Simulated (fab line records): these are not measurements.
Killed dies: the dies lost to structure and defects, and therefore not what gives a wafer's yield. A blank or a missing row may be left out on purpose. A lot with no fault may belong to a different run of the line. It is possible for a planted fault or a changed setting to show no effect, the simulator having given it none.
fab line records + flow n5Finfet
[record]
- lots = 7
- wafers = 39
route steps=1938 shown WELL_APT@26 FIN_SAQP@102 SD_EPI_N@278 HKMG_FIN@386 BEOL_M0_SAQP@636 BEOL_M0@738 BEOL_M2@912 BEOL_M4@1059
startH: hours from the record's first day to the start of the lot's first wafer shown + waitH: how many hours have passed since the lot's step before this one + " identical to the entry in the row above + L1.1+2: a single row standing in for several wafers + - no value present, or no start provided + * or withheld: withheld + < > ~ a bound
route shown NAME@n: a module of which the file shows steps, and the number in the route of the first + usual: mean and standard deviation over wafers with no fault + same: alike in all rows + chamber/n: place in a boat + sites: each site's reading + _std_site: their standard deviation + _edge_site: outer sites' mean less inner sites' + radiusMm: for every site, how far away it sits from the centre of the wafer + mask NAME#n: copy n + behind: tool/chamber where the wafer was last shaped + hold: cause of the lot's hold/its duration in hours/its outcome + device: whichever transistor did not switch (one of n, p or np) + end of line: the tests these same wafers got at the end of their route + a step with no rows: only its recipe + killed: the dies lost at the first sort to structure and to defects; this is not the yield of the wafer + map: a wafer's dies, marking killed ones x, the rest . and places with no die _
set.NAME: the setting the step ran with; set.NAME@STEP: the setting that earlier step ran with + model.NAME: the simulator's own value behind a step, which no gauge read
one table per step and one row per wafer, for lots whose settings were changed on purpose
[[steps]]
[step N5_WELL_APT_DEVELOP_07]
[recipe]
- developTimeS = 45
- rinseLiquid = surfactantRinse
- dry = airSpin
- devTempC = 21
[step N5_FIN_SAQP_HM_DEP_72]
[recipe]
- material = SiO2
- targetThkA = 120
- tempC = 400
- precursor = SiH4/N2O
- pressureTorr = 0.75
- rfW = 275
- timeS = 7.2
[step N5_SD_EPI_N_ETCH_45]
[recipe]
- chemistry = CH3F/O2
- target = SiOCN
- targetDepthA = 60
- maskMaterial = SOC
- ionEnergyEv = 60
- biasW = 29
- pressureMtorr = 15
- sourceW = 410
- Ar_flow_sccm = 150
- CH3F_flow_sccm = 30
- O2_flow_sccm = 20
[step N5_HKMG_FIN_HK_ALD_01]
[recipe]
- material = HfO2
- targetThkA = 16
- tempC = withheld
- aldPrecursorFamily = HfCl4
- aldCoReactant = H2O
- pulseTimeS = 3
- purgeTimeS = 3
- coReactantPurgeTimeS = 2.5
- coReactantPulseTimeS = 0.3
- aldCycles = 30
[step N5_BEOL_M0_SAQP_PECVD_96]
[recipe]
- material = a-Si
- targetThkA = 450
- tempC = 350
- precursor = SiH4/He
- pressureTorr = 3
- rfW = 100
- timeS = 45.2
[step N5_BEOL_M0_SPUTTER_134]
[recipe]
- material = Cu
- targetThkA = 40
- tempC = -20
- chamberPressurePa = 0.07
- powerW = withheld
- timeS = 7.37
[step N5_BEOL_M2_SPUTTER_88]
[recipe]
- material = Cu
- targetThkA = 45
- tempC = -20
- chamberPressurePa = 0.07
- powerW = withheld
- timeS = 8.29
[step N5_BEOL_M4_DESCUM_33]
[recipe]
- chemistry = O2
- timeS = 7
- sourcePowerW = 50
- biasPowerW = 20
- pressureMtorr = 20
- rfFrequencyHz = 2.712e+07
- tempC = 40
- resist = CAR-EUV
- o2FlowSccm = 225
[step N5_BEOL_M4_RC_MEAS_101]
[usual]
- EOT_N = 10.58/0.094
- EOT_P = 10.50/0.094
| lot.wafer | tool      | chamber | startH | waitH | set.developTimeS@WELL_APT_DEVELOP_07 | set.timeS@FIN_SAQP_HM_DEP_72 | set.targetDepthA@SD_EPI_N_ETCH_45 | set.aldCycles@HKMG_FIN_HK_ALD_01 | set.timeS@BEOL_M0_SAQP_PECVD_96 | set.timeS@BEOL_M0_SPUTTER_134 | set.timeS@BEOL_M2_SPUTTER_88 | set.timeS@BEOL_M4_DESCUM_33 | EOT_N | EOT_P |
|-----------|-----------|---------|--------|-------|--------------------------------------|------------------------------|-----------------------------------|----------------------------------|---------------------------------|-------------------------------|------------------------------|-----------------------------|-------|-------|
| L076.1    | prober-02 | 0       | 203.63 | 0.0   | 54.15                                | 7.2                          | 60                                | 30                               | 45.2                            | 8.611                         | 10.31                        | 7                           | 10.50 | 10.48 |
| L076.2    | "         | 0       | "      | "     | 45                                   | 7.2                          | 83                                | 30                               | 45.2                            | 7.37                          | 10.31                        | 2.879                       | 10.53 | 10.44 |
| L076.3    | "         | 0       | "      | "     | 54.15                                | 9.94                         | 83                                | 30                               | 45.2                            | 8.611                         | 10.31                        | 2.879                       | 10.61 | 10.42 |
| L076.4    | "         | 0       | "      | "     | 45                                   | 9.94                         | 83                                | 30                               | 45.2                            | 7.37                          | 8.29                         | 7                           | 10.57 | 10.47 |
| L076.5    | "         | 0       | "      | "     | 54.15                                | 7.2                          | 60                                | 30                               | 45.2                            | 7.37                          | 8.29                         | 7                           | 10.65 | 10.48 |
| L076.6    | "         | 0       | "      | "     | 45                                   | 9.94                         | 60                                | 30                               | 45.2                            | 8.611                         | 8.29                         | 2.879                       | 10.60 | 10.43 |
| L077.1    | prober-02 | 0       | 208.98 | 0.0   | 45                                   | 7.2                          | 60                                | 30                               | 45.2                            | 7.37                          | 8.29                         | 7                           | 10.49 | 10.38 |
| L077.2    | "         | 0       | "      | "     | 45                                   | 7.2                          | 60                                | 35                               | 37.63                           | 6.147                         | 6.507                        | 7                           | 10.97 | 10.79 |
| L077.3    | "         | 0       | "      | "     | 69.09                                | 4.352                        | 60                                | 30                               | 37.63                           | 6.147                         | 8.29                         | 7                           | 10.61 | 10.37 |
| L077.4    | "         | 0       | "      | "     | 69.09                                | 7.2                          | 60                                | 35                               | 45.2                            | 7.37                          | 6.507                        | 7                           | 11.02 | 10.96 |
| L077.5    | "         | 0       | "      | "     | 69.09                                | 4.352                        | 60                                | 35                               | 37.63                           | 7.37                          | 8.29                         | 7                           | 11.06 | 10.86 |
| L077.6    | "         | 0       | "      | "     | 45                                   | 4.352                        | 60                                | 30                               | 45.2                            | 6.147                         | 6.507                        | 7                           | 10.53 | 10.53 |
| L083.1    | prober-01 | 0       | 224.96 | 0.0   | 45                                   | 7.2                          | 60                                | 30                               | 45.2                            | 7.37                          | 8.29                         | 7                           | 10.68 | 10.53 |
| L083.3    | "         | 0       | "      | "     | 45                                   | 7.2                          | 60                                | 30                               | 45.2                            | 7.37                          | 8.29                         | 7                           | 10.75 | 10.57 |
| L083.5    | "         | 0       | "      | "     | 45                                   | 7.2                          | 60                                | 30                               | 45.2                            | 7.37                          | 8.29                         | 7                           | 10.54 | 10.50 |
| L088.1    | prober-02 | 0       | 258.39 | 0.0   | 71.73                                | 7.2                          | 92.96                             | 25                               | 45.2                            | 7.37                          | 8.29                         | 7                           | 10.00 | 10.01 |
| L088.2    | "         | 0       | "      | "     | 45                                   | 2.98                         | 92.96                             | 25                               | 66.47                           | 3.257                         | 3.39                         | 7                           | 9.97  | 9.90  |
| L088.3    | "         | 0       | "      | "     | 45                                   | 7.2                          | 60                                | 30                               | 66.47                           | 7.37                          | 3.39                         | 7                           | 10.55 | 10.57 |
| L088.4    | "         | 0       | "      | "     | 45                                   | 7.2                          | 60                                | 25                               | 45.2                            | 3.257                         | 8.29                         | 3.918                       | 9.97  | 9.93  |
| L088.5    | "         | 0       | "      | "     | 71.73                                | 2.98                         | 60                                | 30                               | 66.47                           | 7.37                          | 8.29                         | 3.918                       | 10.49 | 10.43 |
| L088.6    | "         | 0       | "      | "     | 71.73                                | 2.98                         | 92.96                             | 30                               | 45.2                            | 3.257                         | 3.39                         | 3.918                       | 10.49 | 10.55 |
| L085.1    | prober-01 | 0       | 259.90 | 0.0   | 57.24                                | 7.2                          | 25.31                             | 38                               | 45.2                            | 7.37                          | 5.856                        | 7                           | 11.44 | 11.37 |
| L085.2    | "         | 0       | "      | "     | 45                                   | 7.2                          | 60                                | 30                               | 45.2                            | 10.68                         | 5.856                        | 8.91                        | 10.61 | 10.41 |
| L085.3    | "         | 0       | "      | "     | 45                                   | 9.643                        | 25.31                             | 30                               | 45.2                            | 7.37                          | 5.856                        | 8.91                        | 10.65 | 10.51 |
| L085.4    | "         | 0       | "      | "     | 45                                   | 9.643                        | 60                                | 38                               | 45.2                            | 7.37                          | 8.29                         | 8.91                        | 11.48 | 11.31 |
| L085.5    | "         | 0       | "      | "     | 57.24                                | 7.2                          | 25.31                             | 30                               | 45.2                            | 10.68                         | 8.29                         | 7                           | 10.58 | 10.58 |
| L085.6    | "         | 0       | "      | "     | 57.24                                | 9.643                        | 60                                | 38                               | 45.2                            | 10.68                         | 8.29                         | 7                           | 11.45 | 11.37 |
| L086.1    | prober-01 | 0       | 272.43 | 0.0   | 45                                   | 7.2                          | 60                                | 30                               | 45.2                            | 7.37                          | 8.29                         | 10.84                       | 10.57 | 10.40 |
| L086.2    | "         | 0       | "      | "     | 45                                   | 7.2                          | 60                                | 30                               | 45.2                            | 8.57                          | 8.29                         | 7                           | 10.52 | 10.45 |
| L086.3    | "         | 0       | "      | "     | 59.33                                | 3.106                        | 42.48                             | 30                               | 45.2                            | 7.37                          | 8.29                         | 10.84                       | 10.62 | 10.45 |
| L086.4    | "         | 0       | "      | "     | 59.33                                | 7.2                          | 42.48                             | 30                               | 45.2                            | 7.37                          | 8.29                         | 7                           | 10.57 | 10.55 |
| L086.5    | "         | 0       | "      | "     | 59.33                                | 3.106                        | 60                                | 30                               | 45.2                            | 8.57                          | 8.29                         | 10.84                       | 10.63 | 10.52 |
| L086.6    | "         | 0       | "      | "     | 45                                   | 3.106                        | 42.48                             | 30                               | 45.2                            | 8.57                          | 8.29                         | 7                           | 10.68 | 10.60 |
| L097.1    | prober-02 | 0       | 335.18 | 0.0   | 62.93                                | 7.2                          | 87.43                             | 24                               | 45.2                            | 10.74                         | 9.901                        | 7                           | 9.85  | 9.69  |
| L097.2    | "         | 0       | "      | "     | 62.93                                | 7.2                          | 60                                | 24                               | 28.94                           | 7.37                          | 9.901                        | 7                           | 9.89  | 9.71  |
| L097.3    | "         | 0       | "      | "     | 45                                   | 7.2                          | 87.43                             | 24                               | 28.94                           | 7.37                          | 8.29                         | 7                           | 9.94  | 9.85  |
| L097.4    | "         | 0       | "      | "     | 45                                   | 7.2                          | 60                                | 30                               | 45.2                            | 10.74                         | 8.29                         | 7                           | 10.45 | 10.34 |
| L097.5    | "         | 0       | "      | "     | 62.93                                | 7.2                          | 87.43                             | 30                               | 45.2                            | 7.37                          | 8.29                         | 7                           | 10.62 | 10.45 |
| L097.6    | "         | 0       | "      | "     | 45                                   | 7.2                          | 60                                | 30                               | 28.94                           | 10.74                         | 9.901                        | 7                           | 10.45 | 10.30 |
[[key]]
[split]
- step = N5_WELL_APT_DEVELOP_07
- setting = developTimeS
- statedAs = 45
response none clear
[split]
- step = N5_FIN_SAQP_HM_DEP_72
- setting = timeS
- statedAs = 7.2
response none clear
[split]
- step = N5_SD_EPI_N_ETCH_45
- setting = targetDepthA
- statedAs = 60
response none clear
[split]
- step = N5_HKMG_FIN_HK_ALD_01
- setting = aldCycles
- statedAs = 30
[response]
- step = N5_BEOL_M4_RC_MEAS_101
- reading = EOT_N
- slope = +0.0307
- per = 1%
- togetherWith = all
- explained = 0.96
[response]
- step = N5_BEOL_M4_RC_MEAS_101
- reading = EOT_P
- slope = +0.0304
- per = 1%
- togetherWith = all
- explained = 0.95
[split]
- step = N5_BEOL_M0_SAQP_PECVD_96
- setting = timeS
- statedAs = 45.2
response none clear
[split]
- step = N5_BEOL_M0_SPUTTER_134
- setting = timeS
- statedAs = 7.37
response none clear
[split]
- step = N5_BEOL_M2_SPUTTER_88
- setting = timeS
- statedAs = 8.29
response none clear
[split]
- step = N5_BEOL_M4_DESCUM_33
- setting = timeS
- statedAs = 7
response none clear
